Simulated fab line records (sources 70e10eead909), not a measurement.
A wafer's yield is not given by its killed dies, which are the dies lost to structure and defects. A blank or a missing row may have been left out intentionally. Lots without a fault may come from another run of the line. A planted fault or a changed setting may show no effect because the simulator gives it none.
Which tool is to blame? :: flow nand_harc :: 24 lots, 72 wafers sampled, at 3 steps of a route of 1302

== WHAT THE GAUGES SHOWED, per wafer ==
NHARC_A_CHANNEL_HOLE_D2_CD_MEAS_18. Usual: cd_nm at 99.8 nm, with a standard deviation of 2.6.
lot: L075
measured: day 13 08:02
on: cd_sem-03
cd_nm (nm): 98.3 97.2 99.9
flag: 

lot: L074
measured: day 13 14:01
on: cd_sem-02
cd_nm (nm): 103.3 99.6 99.1
flag: 

lot: L076
measured: day 13 21:37
on: cd_sem-02
cd_nm (nm): 96.2 103.5 101.2
flag: 

lot: L077
measured: day 14 23:17
on: cd_sem-02
cd_nm (nm): 98.9 104.0 102.3
flag: 

lot: L078
measured: day 14 23:05
on: cd_sem-02
cd_nm (nm): 99.9 102.8 102.5
flag: 

lot: L080
measured: day 15 03:08
on: cd_sem-01
cd_nm (nm): 98.0 100.4 100.0
flag: 

lot: L079
measured: day 15 02:46
on: cd_sem-02
cd_nm (nm): 101.7 102.9 101.0
flag: 

lot: L081
measured: day 16 02:48
on: cd_sem-02
cd_nm (nm): 100.6 101.8 95.9
flag: 

lot: L082
measured: day 16 15:49
on: cd_sem-02
cd_nm (nm): 100.4 98.5 98.1
flag: 

lot: L083
measured: day 17 10:32
on: cd_sem-03
cd_nm (nm): 97.3 103.1 100.7
flag: 

lot: L084
measured: day 17 15:49
on: cd_sem-01
cd_nm (nm): 96.7 98.6 99.5
flag: 

lot: L085
measured: day 18 03:23
on: cd_sem-01
cd_nm (nm): 103.9 97.6 105.2
flag: 

lot: L086
measured: day 17 19:44
on: cd_sem-02
cd_nm (nm): 101.4 98.6 98.8
flag: 

lot: L087
measured: day 18 11:10
on: cd_sem-02
cd_nm (nm): 103.3 102.4 97.5
flag: 

lot: L088
measured: day 19 11:19
on: cd_sem-03
cd_nm (nm): 100.5 98.0 96.3
flag: 

lot: L089
measured: day 19 17:46
on: cd_sem-01
cd_nm (nm): 96.8 96.4 98.6
flag: 

lot: L090
measured: day 19 17:43
on: cd_sem-03
cd_nm (nm): 97.9 102.0 95.9
flag: 

lot: L091
measured: day 20 13:20
on: cd_sem-02
cd_nm (nm): 98.6 97.7 98.6
flag: 

lot: L092
measured: day 20 09:38
on: cd_sem-03
cd_nm (nm): 99.6 95.8 96.6
flag: 

lot: L093
measured: day 20 17:38
on: cd_sem-03
cd_nm (nm): 99.4 100.8 96.9
flag: 

lot: L094
measured: day 21 21:04
on: cd_sem-03
cd_nm (nm): 102.7 103.2 101.4
flag: 

lot: L095
measured: day 21 20:57
on: cd_sem-03
cd_nm (nm): 98.2 104.1 100.1
flag: 

lot: L096
measured: day 22 12:43
on: cd_sem-01
cd_nm (nm): 103.2 102.7 101.9
flag: 

lot: L097
measured: day 22 10:36
on: cd_sem-01
cd_nm (nm): 99.9 99.1 93.6
flag: 

== TOOL THAT RAN EACH LOT (tool first, then ch and the chambers of the sampled wafers, then the start) ==
lot: L075
NHARC_A_CHANNEL_HOLE_D1_DESCUM_15: rie_diel-07 ch 0,1,2, day 8 19:17
NHARC_A_CHANNEL_HOLE_D1_ETCH_25: har_etch-02 ch 0, day 8 23:43

lot: L074
NHARC_A_CHANNEL_HOLE_D1_DESCUM_15: rie_diel-09 ch 0,1,2, day 8 19:36
NHARC_A_CHANNEL_HOLE_D1_ETCH_25: har_etch-01 ch 0,1, day 9 01:56

lot: L076
NHARC_A_CHANNEL_HOLE_D1_DESCUM_15: rie_diel-12 ch 1,2,3, day 9 07:07
NHARC_A_CHANNEL_HOLE_D1_ETCH_25: har_etch-01 ch 0,1, day 9 11:18

lot: L077
NHARC_A_CHANNEL_HOLE_D1_DESCUM_15: rie_diel-07 ch 0,2,3, day 10 05:30
NHARC_A_CHANNEL_HOLE_D1_ETCH_25: har_etch-02 ch 0,1, day 10 10:09

lot: L078
NHARC_A_CHANNEL_HOLE_D1_DESCUM_15: rie_diel-07 ch 0,3, day 10 05:32
NHARC_A_CHANNEL_HOLE_D1_ETCH_25: har_etch-01 ch 0,1, day 10 14:14

lot: L080
NHARC_A_CHANNEL_HOLE_D1_DESCUM_15: rie_diel-07 ch 1,2,3, day 10 17:55
NHARC_A_CHANNEL_HOLE_D1_ETCH_25: har_etch-02 ch 0,1, day 10 22:17

lot: L079
NHARC_A_CHANNEL_HOLE_D1_DESCUM_15: rie_diel-12 ch 1,2,3, day 10 18:22
NHARC_A_CHANNEL_HOLE_D1_ETCH_25: har_etch-01 ch 0,1, day 10 22:25

lot: L081
NHARC_A_CHANNEL_HOLE_D1_DESCUM_15: rie_diel-09 ch 0,1, day 11 17:10
NHARC_A_CHANNEL_HOLE_D1_ETCH_25: har_etch-01 ch 0,1, day 11 21:40

lot: L082
NHARC_A_CHANNEL_HOLE_D1_DESCUM_15: rie_diel-07 ch 0,3, day 12 01:29
NHARC_A_CHANNEL_HOLE_D1_ETCH_25: har_etch-01 ch 0,1, day 12 08:16

lot: L083
NHARC_A_CHANNEL_HOLE_D1_DESCUM_15: rie_diel-07 ch 0,1, day 12 11:18
NHARC_A_CHANNEL_HOLE_D1_ETCH_25: har_etch-02 ch 1, day 12 18:14

lot: L084
NHARC_A_CHANNEL_HOLE_D1_DESCUM_15: rie_diel-07 ch 0,1,2, day 12 13:21
NHARC_A_CHANNEL_HOLE_D1_ETCH_25: har_etch-02 ch 1, day 13 02:49

lot: L085
NHARC_A_CHANNEL_HOLE_D1_DESCUM_15: rie_diel-07 ch 0,2,3, day 13 05:00
NHARC_A_CHANNEL_HOLE_D1_ETCH_25: har_etch-01 ch 0,1, day 13 11:01

lot: L086
NHARC_A_CHANNEL_HOLE_D1_DESCUM_15: rie_diel-12 ch 2,3, day 13 05:33
NHARC_A_CHANNEL_HOLE_D1_ETCH_25: har_etch-02 ch 0,1, day 13 11:46

lot: L087
NHARC_A_CHANNEL_HOLE_D1_DESCUM_15: rie_diel-07 ch 0,1,3, day 13 15:52
NHARC_A_CHANNEL_HOLE_D1_ETCH_25: har_etch-02 ch 0,1, day 13 20:07

lot: L088
NHARC_A_CHANNEL_HOLE_D1_DESCUM_15: rie_diel-07 ch 1,2,3, day 14 18:12
NHARC_A_CHANNEL_HOLE_D1_ETCH_25: har_etch-02 ch 0,1, day 14 22:17

lot: L089
NHARC_A_CHANNEL_HOLE_D1_DESCUM_15: rie_diel-07 ch 0,1,3, day 14 23:20
NHARC_A_CHANNEL_HOLE_D1_ETCH_25: har_etch-01 ch 0,1, day 15 08:13

lot: L090
NHARC_A_CHANNEL_HOLE_D1_DESCUM_15: rie_diel-12 ch 0,1,2, day 14 23:54
NHARC_A_CHANNEL_HOLE_D1_ETCH_25: har_etch-02 ch 0,1, day 15 10:35

lot: L091
NHARC_A_CHANNEL_HOLE_D1_DESCUM_15: rie_diel-09 ch 1,2,3, day 15 20:40
NHARC_A_CHANNEL_HOLE_D1_ETCH_25: har_etch-02 ch 0,1, day 16 00:52

lot: L092
NHARC_A_CHANNEL_HOLE_D1_DESCUM_15: rie_diel-07 ch 0,1,2, day 15 20:54
NHARC_A_CHANNEL_HOLE_D1_ETCH_25: har_etch-01 ch 0,1, day 16 01:14

lot: L093
NHARC_A_CHANNEL_HOLE_D1_DESCUM_15: rie_diel-09 ch 1,3, day 16 03:30
NHARC_A_CHANNEL_HOLE_D1_ETCH_25: har_etch-01 ch 0,1, day 16 07:44

lot: L094
NHARC_A_CHANNEL_HOLE_D1_DESCUM_15: rie_diel-12 ch 1,2,3, day 17 07:34
NHARC_A_CHANNEL_HOLE_D1_ETCH_25: har_etch-02 ch 0,1, day 17 16:42

lot: L095
NHARC_A_CHANNEL_HOLE_D1_DESCUM_15: rie_diel-07 ch 0,1,2, day 17 08:36
NHARC_A_CHANNEL_HOLE_D1_ETCH_25: har_etch-01 ch 0,1, day 17 18:32

lot: L096
NHARC_A_CHANNEL_HOLE_D1_DESCUM_15: rie_diel-07 ch 0,2,3, day 17 16:41
NHARC_A_CHANNEL_HOLE_D1_ETCH_25: har_etch-02 ch 0,1, day 18 01:01

lot: L097
NHARC_A_CHANNEL_HOLE_D1_DESCUM_15: rie_diel-07 ch 0,1,2, day 17 21:14
NHARC_A_CHANNEL_HOLE_D1_ETCH_25: har_etch-02 ch 0,1, day 18 05:10
- NHARC_A_CHANNEL_HOLE_D1_DESCUM_15: chemistry O2, time 3 s.
- NHARC_A_CHANNEL_HOLE_D1_ETCH_25: etches the open film in C4F8/O2/Ar, time 1040.2 s, target depth 1500 nm.

== WHAT THE TOOLS THEMSELVES READ (means of the sampled wafers that have a number; where no wafer has one, the mark that the record gives instead) ==
NHARC_A_CHANNEL_HOLE_D1_DESCUM_15. Usual: drypump_motor_current_A 5.9 A, standard deviation 0.47; oes_product_au 1.003 a.u., standard deviation 0.014; rf_vpp_V 57.8 V, standard deviation 0.85; showerhead_plenum_p_Torr 1.94 Torr, standard deviation 0.042; throttle_valve_pct 11.312 %, standard deviation 0.0094.
lot: L075
tool: rie_diel-07
drypump_motor_current_A (A): 5.8
oes_product_au (a.u.): 1.002
rf_vpp_V (V): 57.7
showerhead_plenum_p_Torr (Torr): 1.95
throttle_valve_pct (%): 11.312
flag: 

lot: L074
tool: rie_diel-09
drypump_motor_current_A (A): 5.5
oes_product_au (a.u.): 1.011
rf_vpp_V (V): 58.3
showerhead_plenum_p_Torr (Torr): 1.98
throttle_valve_pct (%): 11.317
flag: 

lot: L076
tool: rie_diel-12
drypump_motor_current_A (A): 5.8
oes_product_au (a.u.): 0.996
rf_vpp_V (V): 57.7
showerhead_plenum_p_Torr (Torr): 1.89
throttle_valve_pct (%): 11.317
flag: 

lot: L077
tool: rie_diel-07
drypump_motor_current_A (A): 6.0
oes_product_au (a.u.): 1.005
rf_vpp_V (V): 58.2
showerhead_plenum_p_Torr (Torr): 1.95
throttle_valve_pct (%): 11.307
flag: 

lot: L078
tool: rie_diel-07
drypump_motor_current_A (A): 5.8
oes_product_au (a.u.): 0.985
rf_vpp_V (V): 57.1
showerhead_plenum_p_Torr (Torr): 1.95
throttle_valve_pct (%): 11.306
flag: 

lot: L080
tool: rie_diel-07
drypump_motor_current_A (A): 6.0
oes_product_au (a.u.): 0.990
rf_vpp_V (V): 57.8
showerhead_plenum_p_Torr (Torr): 1.94
throttle_valve_pct (%): 11.310
flag: 

lot: L079
tool: rie_diel-12
drypump_motor_current_A (A): 5.8
oes_product_au (a.u.): 1.001
rf_vpp_V (V): 57.7
showerhead_plenum_p_Torr (Torr): 1.89
throttle_valve_pct (%): 11.313
flag: 

lot: L081
tool: rie_diel-09
drypump_motor_current_A (A): 5.5
oes_product_au (a.u.): 0.989
rf_vpp_V (V): 58.3
showerhead_plenum_p_Torr (Torr): 1.98
throttle_valve_pct (%): 11.304
flag: 

lot: L082
tool: rie_diel-07
drypump_motor_current_A (A): 5.8
oes_product_au (a.u.): 0.985
rf_vpp_V (V): 57.5
showerhead_plenum_p_Torr (Torr): 1.95
throttle_valve_pct (%): 11.311
flag: 

lot: L083
tool: rie_diel-07
drypump_motor_current_A (A): 5.5
oes_product_au (a.u.): 1.001
rf_vpp_V (V): 57.1
showerhead_plenum_p_Torr (Torr): 1.95
throttle_valve_pct (%): 11.324
flag: 

lot: L084
tool: rie_diel-07
drypump_motor_current_A (A): 5.8
oes_product_au (a.u.): 1.000
rf_vpp_V (V): 58.3
showerhead_plenum_p_Torr (Torr): 1.95
throttle_valve_pct (%): 11.308
flag: 

lot: L085
tool: rie_diel-07
drypump_motor_current_A (A): 6.0
oes_product_au (a.u.): 0.993
rf_vpp_V (V): 57.4
showerhead_plenum_p_Torr (Torr): 1.95
throttle_valve_pct (%): 11.308
flag: 

lot: L086
tool: rie_diel-12
drypump_motor_current_A (A): 5.6
oes_product_au (a.u.): 1.013
rf_vpp_V (V): 58.1
showerhead_plenum_p_Torr (Torr): 1.89
throttle_valve_pct (%): 11.309
flag: 

lot: L087
tool: rie_diel-07
drypump_motor_current_A (A): 5.6
oes_product_au (a.u.): 0.999
rf_vpp_V (V): 57.7
showerhead_plenum_p_Torr (Torr): 1.95
throttle_valve_pct (%): 11.312
flag: 

lot: L088
tool: rie_diel-07
drypump_motor_current_A (A): 6.0
oes_product_au (a.u.): 1.005
rf_vpp_V (V): 58.6
showerhead_plenum_p_Torr (Torr): 1.94
throttle_valve_pct (%): 11.309
flag: 

lot: L089
tool: rie_diel-07
drypump_motor_current_A (A): 5.6
oes_product_au (a.u.): 1.010
rf_vpp_V (V): 57.1
showerhead_plenum_p_Torr (Torr): 1.95
throttle_valve_pct (%): 11.310
flag: 

lot: L090
tool: rie_diel-12
drypump_motor_current_A (A): 6.3
oes_product_au (a.u.): 1.020
rf_vpp_V (V): 57.8
showerhead_plenum_p_Torr (Torr): 1.85
throttle_valve_pct (%): 11.316
flag: 

lot: L091
tool: rie_diel-09
drypump_motor_current_A (A): 5.9
oes_product_au (a.u.): 1.009
rf_vpp_V (V): 58.1
showerhead_plenum_p_Torr (Torr): 1.98
throttle_valve_pct (%): 11.312
flag: 

lot: L092
tool: rie_diel-07
drypump_motor_current_A (A): 5.8
oes_product_au (a.u.): 1.019
rf_vpp_V (V): 57.5
showerhead_plenum_p_Torr (Torr): 1.95
throttle_valve_pct (%): 11.317
flag: 

lot: L093
tool: rie_diel-09
drypump_motor_current_A (A): 5.9
oes_product_au (a.u.): 1.005
rf_vpp_V (V): 58.7
showerhead_plenum_p_Torr (Torr): 2.00
throttle_valve_pct (%): 11.317
flag: 

lot: L094
tool: rie_diel-12
drypump_motor_current_A (A): 5.8
oes_product_au (a.u.): 1.026
rf_vpp_V (V): 57.6
showerhead_plenum_p_Torr (Torr): 1.88
throttle_valve_pct (%): 11.314
flag: 

lot: L095
tool: rie_diel-07
drypump_motor_current_A (A): 5.9
oes_product_au (a.u.): 1.006
rf_vpp_V (V): 57.6
showerhead_plenum_p_Torr (Torr): 1.95
throttle_valve_pct (%): 11.312
flag: 

lot: L096
tool: rie_diel-07
drypump_motor_current_A (A): 6.0
oes_product_au (a.u.): 1.003
rf_vpp_V (V): 57.0
showerhead_plenum_p_Torr (Torr): 1.95
throttle_valve_pct (%): 11.313
flag: 

lot: L097
tool: rie_diel-07
drypump_motor_current_A (A): 5.9
oes_product_au (a.u.): 1.014
rf_vpp_V (V): 57.2
showerhead_plenum_p_Torr (Torr): 1.95
throttle_valve_pct (%): 11.312
flag: 

NHARC_A_CHANNEL_HOLE_D1_ETCH_25. Usual: drypump_motor_current_A 5.6 A, standard deviation 0.58; showerhead_plenum_p_Torr 3.700 Torr, standard deviation 0.025; throttle_valve_pct 32.235 %, standard deviation 0.0089.
lot: L075
tool: har_etch-02
drypump_motor_current_A (A): 6.4
showerhead_plenum_p_Torr (Torr): 3.757
throttle_valve_pct (%): 32.241
flag: 

lot: L074
tool: har_etch-01
drypump_motor_current_A (A): 5.7
showerhead_plenum_p_Torr (Torr): 3.728
throttle_valve_pct (%): 32.238
flag: 

lot: L076
tool: har_etch-01
drypump_motor_current_A (A): 5.7
showerhead_plenum_p_Torr (Torr): 3.726
throttle_valve_pct (%): 32.231
flag: 

lot: L077
tool: har_etch-02
drypump_motor_current_A (A): 5.9
showerhead_plenum_p_Torr (Torr): 3.734
throttle_valve_pct (%): 32.235
flag: 

lot: L078
tool: har_etch-01
drypump_motor_current_A (A): 5.6
showerhead_plenum_p_Torr (Torr): 3.717
throttle_valve_pct (%): 32.238
flag: 

lot: L080
tool: har_etch-02
drypump_motor_current_A (A): 5.9
showerhead_plenum_p_Torr (Torr): 3.733
throttle_valve_pct (%): 32.241
flag: 

lot: L079
tool: har_etch-01
drypump_motor_current_A (A): 5.7
showerhead_plenum_p_Torr (Torr): 3.715
throttle_valve_pct (%): 32.240
flag: 

lot: L081
tool: har_etch-01
drypump_motor_current_A (A): 5.6
showerhead_plenum_p_Torr (Torr): 3.711
throttle_valve_pct (%): 32.234
flag: 

lot: L082
tool: har_etch-01
drypump_motor_current_A (A): 5.6
showerhead_plenum_p_Torr (Torr): 3.707
throttle_valve_pct (%): 32.239
flag: 

lot: L083
tool: har_etch-02
drypump_motor_current_A (A): 4.8
showerhead_plenum_p_Torr (Torr): 3.696
throttle_valve_pct (%): 32.243
flag: 

lot: L084
tool: har_etch-02
drypump_motor_current_A (A): 4.8
showerhead_plenum_p_Torr (Torr): 3.691
throttle_valve_pct (%): 32.249
flag: 

lot: L085
tool: har_etch-01
drypump_motor_current_A (A): 5.7
showerhead_plenum_p_Torr (Torr): 3.695
throttle_valve_pct (%): 32.237
flag: 

lot: L086
tool: har_etch-02
drypump_motor_current_A (A): 5.3
showerhead_plenum_p_Torr (Torr): 3.701
throttle_valve_pct (%): 32.246
flag: 

lot: L087
tool: har_etch-02
drypump_motor_current_A (A): 5.3
showerhead_plenum_p_Torr (Torr): 3.697
throttle_valve_pct (%): 32.229
flag: 

lot: L088
tool: har_etch-02
drypump_motor_current_A (A): 5.9
showerhead_plenum_p_Torr (Torr): 3.709
throttle_valve_pct (%): 32.235
flag: 

lot: L089
tool: har_etch-01
drypump_motor_current_A (A): 5.6
showerhead_plenum_p_Torr (Torr): 3.682
throttle_valve_pct (%): 32.233
flag: 

lot: L090
tool: har_etch-02
drypump_motor_current_A (A): 5.3
showerhead_plenum_p_Torr (Torr): 3.688
throttle_valve_pct (%): 32.234
flag: 

lot: L091
tool: har_etch-02
drypump_motor_current_A (A): 5.9
showerhead_plenum_p_Torr (Torr): 3.696
throttle_valve_pct (%): 32.227
flag: 

lot: L092
tool: har_etch-01
drypump_motor_current_A (A): 5.7
showerhead_plenum_p_Torr (Torr): 3.674
throttle_valve_pct (%): 32.236
flag: 

lot: L093
tool: har_etch-01
drypump_motor_current_A (A): 5.7
showerhead_plenum_p_Torr (Torr): 3.672
throttle_valve_pct (%): 32.228
flag: 

lot: L094
tool: har_etch-02
drypump_motor_current_A (A): 5.9
showerhead_plenum_p_Torr (Torr): 3.689
throttle_valve_pct (%): 32.237
flag: 

lot: L095
tool: har_etch-01
drypump_motor_current_A (A): 5.7
showerhead_plenum_p_Torr (Torr): 3.664
throttle_valve_pct (%): 32.229
flag: 

lot: L096
tool: har_etch-02
drypump_motor_current_A (A): 5.9
showerhead_plenum_p_Torr (Torr): 3.683
throttle_valve_pct (%): 32.234
flag: 

lot: L097
tool: har_etch-02
drypump_motor_current_A (A): 5.9
showerhead_plenum_p_Torr (Torr): 3.682
throttle_valve_pct (%): 32.232
flag: 

== THE ANSWER, worked out from the rows above alone ==
Rule: a lot is off if the mean of its wafers that have a number lies more than 3 standard deviations from the usual mean. A lot without any number at a reading at which 4 lots or more have one is off too. The other lots that the step has rows for count as sound. The gauges are gone through in route order, then the tools' own readings, and for those a lot's mean is taken as printed above. At the first step where some lot is off, the reading lying furthest off is the one used; lots without a number count as furthest.
No lot is off on any of the readings shown, so nothing can be concluded from this.

== WHAT WAS PUT IN BY THE SIMULATOR ==
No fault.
